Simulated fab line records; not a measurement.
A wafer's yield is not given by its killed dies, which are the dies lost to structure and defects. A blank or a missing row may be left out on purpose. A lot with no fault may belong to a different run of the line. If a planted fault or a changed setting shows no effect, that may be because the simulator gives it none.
Which of the tools did it? ; flow nandHarc ; 14 lots with 42 wafers sampled at 5 steps, on a route of 1302 steps

== WHAT THE GAUGES SHOWED, per wafer ==
NHARC_A_ONON_D1_THK_MEAS_05: measures by ellipsometry. Usual: 999 nm for thkNm, sd 7.2.
lot;measured;on;thkNm (nm);flag
L355;day 7 16:55;filmMetro-01;999 999 999;
L356;day 8 07:26;filmMetro-01;1009 1009 1007;
L357;day 8 10:57;filmMetro-01;987 986 987;
L358;day 9 03:08;filmMetro-01;987 987 986;
L360;day 9 18:08;filmMetro-01;997 996 996;
L361;day 10 07:40;filmMetro-02;1000 996 997;
L363;day 11 03:11;filmMetro-01;996 996 995;
L364;day 11 12:52;filmMetro-02;1000 1001 1002;
L367;day 12 14:57;filmMetro-01;1005 1007 1006;
L370;day 13 19:56;filmMetro-01;1001 1001 1001;
L371;day 14 15:37;filmMetro-01;994 993 992;
L374;day 15 21:02;filmMetro-02;996 998 996;
L375;day 16 01:43;filmMetro-02;1009 1007 1010;
L378;day 17 07:48;filmMetro-01;985 987 986;

NHARC_A_ONON_D1_THK_MEAS_18: measures by ellipsometry. Usual: 999 nm for thkNm, sd 8.9.
lot;measured;on;thkNm (nm);flag
L355;day 8 02:16;filmMetro-01;1005 1006 1007;
L356;day 8 17:20;filmMetro-01;994 994 994;
L357;day 8 17:29;filmMetro-02;999 998 999;
L358;day 9 12:43;filmMetro-02;1010 1007 1006;
L360;day 10 03:40;filmMetro-02;995 996 996;
L361;day 10 17:10;filmMetro-01;1000 1002 1001;
L363;day 11 12:38;filmMetro-02;999 1000 999;
L364;day 12 01:01;filmMetro-01;1000 999 997;
L367;day 13 01:03;filmMetro-01;1005 1008 1006;
L370;day 14 05:28;filmMetro-01;1009 1007 1009;
L371;day 15 04:25;filmMetro-02;990 994 992;
L374;day 16 06:29;filmMetro-01;1001 1000 1002;
L375;day 16 11:16;filmMetro-02;1011 1014 1010;
L378;day 17 17:17;filmMetro-02;996 997 995;

NHARC_A_ONON_D1_THK_MEAS_21: measures by ellipsometry. Usual: 997 nm for thkNm, sd 6.1.
lot;measured;on;thkNm (nm);flag
L355;day 8 02:50;filmMetro-01;993 993 992;
L356;day 8 17:55;filmMetro-01;996 997 996;
L357;day 8 18:03;filmMetro-02;1008 1008 1009;
L358;day 9 13:17;filmMetro-01;997 998 997;
L360;day 10 04:13;filmMetro-02;1007 1008 1006;
L361;day 10 17:43;filmMetro-01;996 996 995;
L363;day 11 13:13;filmMetro-02;1001 997 1001;
L364;day 12 01:35;filmMetro-01;986 988 988;
L367;day 13 01:37;filmMetro-02;1436 1436 1438;OFF
L370;day 14 06:04;filmMetro-02;1424 1424 1424;OFF
L371;day 15 04:59;filmMetro-01;993 992 994;
L374;day 16 07:04;filmMetro-01;1005 1004 1003;
L375;day 16 11:50;filmMetro-02;991 994 993;
L378;day 17 17:52;filmMetro-01;993 992 993;

NHARC_END_SORT_01. Usual: killedAtArray 55, standard deviation 20; killedAtOther 1.2, standard deviation 1.3; killedAtPeriphery 4.0, standard deviation 3; killedDies 60, standard deviation 21; killedOpen 3.2, standard deviation 1.9; killedShort 2.5, standard deviation 1.6.
lot;measured;on;killedAtArray;killedAtOther;killedAtPeriphery;killedDies;killedOpen;killedShort;flag
L367;day 29 12:43;prober-01;669 669 674;0 2 1;8 6 2;677 677 677;4 4 2;1 1 3;OFF

== EACH LOT AND THE TOOL THAT RAN IT (in order: tool; ch and the chambers of the sampled wafers; start) ==
lot;NHARC_A_ONON_D1_DEP_19
L355;pecvdOnon-02 ch 0, day 8 02:30
L356;pecvdOnon-03 ch 0, day 8 17:23
L357;pecvdOnon-04 ch 0, day 8 17:36
L358;pecvdOnon-02 ch 0, day 9 12:46
L360;pecvdOnon-02 ch 0, day 10 03:46
L361;pecvdOnon-02 ch 0, day 10 17:16
L363;pecvdOnon-02 ch 0, day 11 12:42
L364;pecvdOnon-03 ch 0, day 12 01:08
L367;pecvdOnon-02 ch 0, day 13 01:07
L370;pecvdOnon-02 ch 0, day 14 05:35
L371;pecvdOnon-04 ch 0, day 15 04:28
L374;pecvdOnon-03 ch 0, day 16 06:36
L375;pecvdOnon-04 ch 0, day 16 11:19
L378;pecvdOnon-02 ch 0, day 17 17:25
- NHARC_A_ONON_D1_DEP_19: target thk 1000 nm.

== WHAT THE TOOLS THEMSELVES READ (means of the sampled wafers that have a number; where no wafer has one, the mark that the record gives instead) ==
The record holds no such reading with a usual standard deviation.

== THE ANSWER, worked out from the rows above alone ==
Rule: lot off if the mean of its wafers having a number is beyond 3 standard deviations from the usual mean. Also off: a lot with no number at a reading for which 4 or more lots have one. All remaining lots with rows at the step are treated as sound. After the gauges, taken in route order, come the tools' own readings; for these a lot's mean is taken, as printed above. The first step at which some lot is off is used, and at that step the reading that is off furthest; a lot without a number counts as furthest.
Off: L367, L370, at NHARC_A_ONON_D1_THK_MEAS_21 (thkNm).
If a tool, at a process step before that reading, ran all the lots that are off and no sound lot after the first of them, it fits. The gauges at NHARC_A_ONON_D1_THK_MEAS_21 are tried like those tools. Of those tried, none fits.

== WHAT THE SIMULATOR HAD PUT IN ==
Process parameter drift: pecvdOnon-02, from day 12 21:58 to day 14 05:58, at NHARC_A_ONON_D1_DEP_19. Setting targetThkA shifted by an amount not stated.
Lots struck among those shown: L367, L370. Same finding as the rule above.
